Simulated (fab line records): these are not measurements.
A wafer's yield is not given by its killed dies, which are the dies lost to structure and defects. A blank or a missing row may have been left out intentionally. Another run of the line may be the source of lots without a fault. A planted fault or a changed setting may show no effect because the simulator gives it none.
Struck lot and sound lot, side by side + flow nand_harc + 40 steps out of a route of 1159
Sound: wafers L200.1, L200.2, L200.5. Struck: wafers L207.3, L207.5. (L207.4 of the same lot was not struck and is left out.) The cause comes at the end.
Each step with rows lists, per side, the tool, then ch with its chambers, then its first start. Under that, the readings that differ: sound wafers + struck wafers + difference of the means + sigmas: that difference in standard deviations of wafers without a fault.
alike: same words and numbers on both sides, and readings whose means sit less than 2 such deviations apart. not compared: any withheld reading, any reading some wafer has no value for, any bound like >300 that may hide the same value, and any number with overlapping values for which the record gives no deviation.
The two part at a step that has a row with sigmas, a row that says differs or no value, or rows on one side only. Numbers that don't overlap but have no deviation are shown without sigmas and don't part them. A reading that every wafer of one side lacks parts them only if that side has two wafers or more.

NHARC_P_M0_OVL_MEAS_10: pitch 180 nm.
  sound on overlay-01 at day 6 11:59; struck on overlay-02 at day 7 22:20
  alike: overlay_x_nm, overlay_y_nm
NHARC_P_M0_INSPECT_11:
  sound on defect_inspect-01 at day 6 12:01; struck on defect_inspect-02 at day 7 22:22
  alike: raw_defect_count
then, 2 steps without rows for these wafers: NHARC_P_M0_DESCUM_14 (chemistry O2, time 3 s); NHARC_P_M0_ETCH_34 (etches the open film in N2/H2, target depth 40 nm, overetch 12 nm, time 43.94 s).
NHARC_P_M0_ETCH_15: etches the open film in C4F8/Ar, target depth 150 nm, overetch 15 nm, time 82.5 s.
  sound on rie_diel-07 ch 0,1; struck on rie_diel-13 ch 0
| reading      | sound             | struck      | difference | sigmas |
|--------------|-------------------|-------------|------------|--------|
| rf_vpp_V (V) | 437.8 439.3 436.9 | 443.0 442.6 | +4.8       | +2     |
  alike: oes_product_au
  not compared: rf_hours_counter_h
NHARC_P_M0_CD_MEAS_16:
  sound on cd_sem-03 at day 6 12:22; struck on cd_sem-03 at day 7 22:44
  alike: cd_nm
then, 4 steps without rows for these wafers: NHARC_P_M0_STRIP_18 (strips in N2/H2); NHARC_P_M0_STRIP_19 (strips in post etch residue remover, time 600 s); NHARC_P_M0_DEGAS_28 (time 60 s); NHARC_P_M0_PRE_CLEAN_29 (time 30 s).
NHARC_P_M0_PVD_20: deposits TaN, target thk 5 nm, time 8.06 s.
  sound on pvd_sputter-01; struck on pvd_sputter-02
  alike: throttle_valve_pct
then, 1 step without rows for these wafers: NHARC_P_M0_PVD_21 (deposits Cu, target thk 30 nm, time 20.49 s).
NHARC_P_M0_ECD_22: material Cu, target thk 400 nm.
  sound on ecd_cu-02 ch 0,1, day 6 13:26; struck on ecd_cu-02 ch 0, day 7 23:52
  alike: bath_heat_duty_pct
NHARC_P_M0_ANNEAL_30: time 90 s.
  sound on rtp_anneal-01 ch 0, day 6 13:49; struck on rtp_anneal-01 ch 0, day 8 00:14
  alike: anneal_temp_c, wafer_temp_C_max
then, 1 step without rows for these wafers: NHARC_P_M0_CMP_23 (polishes, t overpolish 20 s, target thk 117.53 nm).
NHARC_P_M0_THK_MEAS_24: measures by xrf.
  sound on film_metro-01 at day 6 14:28; struck on film_metro-01 at day 8 00:48
  alike: thk_nm
then, 13 steps without rows for these wafers: NHARC_P_M0_SRD_25; NHARC_P_M0_PRE_CLEAN_31 (time 12 s); NHARC_P_M0_DEP_32 (deposits SiCN, target thk 30 nm); NHARC_P_M1_DEP_00 (deposits SiOC, target thk 182.5 nm); NHARC_P_M1_DEHYDRATE_01 (time 120 s); NHARC_P_M1_HMDS_02 (time 30 s); NHARC_P_M1_COAT_34 (time 65 s); NHARC_P_M1_COAT_03 (resist thk 90 nm); NHARC_P_M1_SOFTBAKE_04 (time 55 s); NHARC_P_M1_EBR_05; NHARC_P_M1_EXPOSE_06 (exposes mask P M1, target cd 130 nm); NHARC_P_M1_PEB_07 (peb time 65 s); NHARC_P_M1_DEVELOP_08 (develop time 35 s).
NHARC_P_M1_CD_MEAS_09: the cd target is 130 nm.
  sound on cd_sem-03 ch 0, day 6 15:54; struck on cd_sem-03 ch 0, day 8 02:28
  alike: cd_nm
NHARC_P_M1_OVL_MEAS_10: pitch 260 nm.
  sound on overlay-01 at day 6 16:00; struck on overlay-02 at day 8 02:33
| reading           | sound         | struck  | difference | sigmas |
|-------------------|---------------|---------|------------|--------|
| overlay_x_nm (nm) | -0.4 -0.2 0.0 | 1.9 1.1 | +1.7       | +2     |
  alike: overlay_y_nm
then, 1 step without rows for these wafers: NHARC_P_M1_DESCUM_14 (chemistry O2, time 3 s).
NHARC_P_M1_ETCH_35: etches the open film in N2/H2, target depth 40 nm, overetch 12 nm, time 43.94 s.
  sound on rie_diel-04 ch 0,2, day 6 16:11; struck on rie_diel-09 ch 1,2, day 8 02:44
| reading                         | sound          | struck    | difference | sigmas |
|---------------------------------|----------------|-----------|------------|--------|
| showerhead_plenum_p_Torr (Torr) | 1.92 2.09 1.92 | 2.21 2.18 | +0.22      | +2     |
  alike: drypump_motor_current_A, oes_product_au, rf_vpp_V, throttle_valve_pct
  not compared: rf_hours_counter_h
then, 1 step without rows for these wafers: NHARC_P_M1_ETCH_15 (etches the open film in C4F8/Ar, target depth 182.5 nm, time 91.2 s).
NHARC_P_M1_CD_MEAS_16:
  sound on cd_sem-01 at day 6 16:24; struck on cd_sem-03 at day 8 02:58
  alike: cd_nm
then, 3 steps without rows for these wafers: NHARC_P_M1_STRIP_18 (strips in N2/H2); NHARC_P_M1_ETCH_28 (etches the open film in CF4/N2, target depth 30 nm, time 72.99 s); NHARC_P_M1_STRIP_19 (strips in post etch residue remover, time 600 s).
NHARC_P_M1_DEGAS_29: time 60 s.
  sound on pvd_sputter-02 at day 6 17:11; struck on pvd_sputter-03 at day 8 03:53
  alike: heater_power_w
-- break in the record here, with 14 days between the starts of the struck wafers on either side (left off in module P_M1, picked up again in module END, where the first step shown is number 1159 on the route) --
NHARC_END_SORT_01:
  here the record holds rows for the struck wafers (prober-01 ch 0, day 21 21:05) but none for the sound ones

WHERE THEY PART
Earliest at NHARC_P_M0_ETCH_15; latest, in this record, at NHARC_END_SORT_01.

WHY: whatever the simulator had introduced
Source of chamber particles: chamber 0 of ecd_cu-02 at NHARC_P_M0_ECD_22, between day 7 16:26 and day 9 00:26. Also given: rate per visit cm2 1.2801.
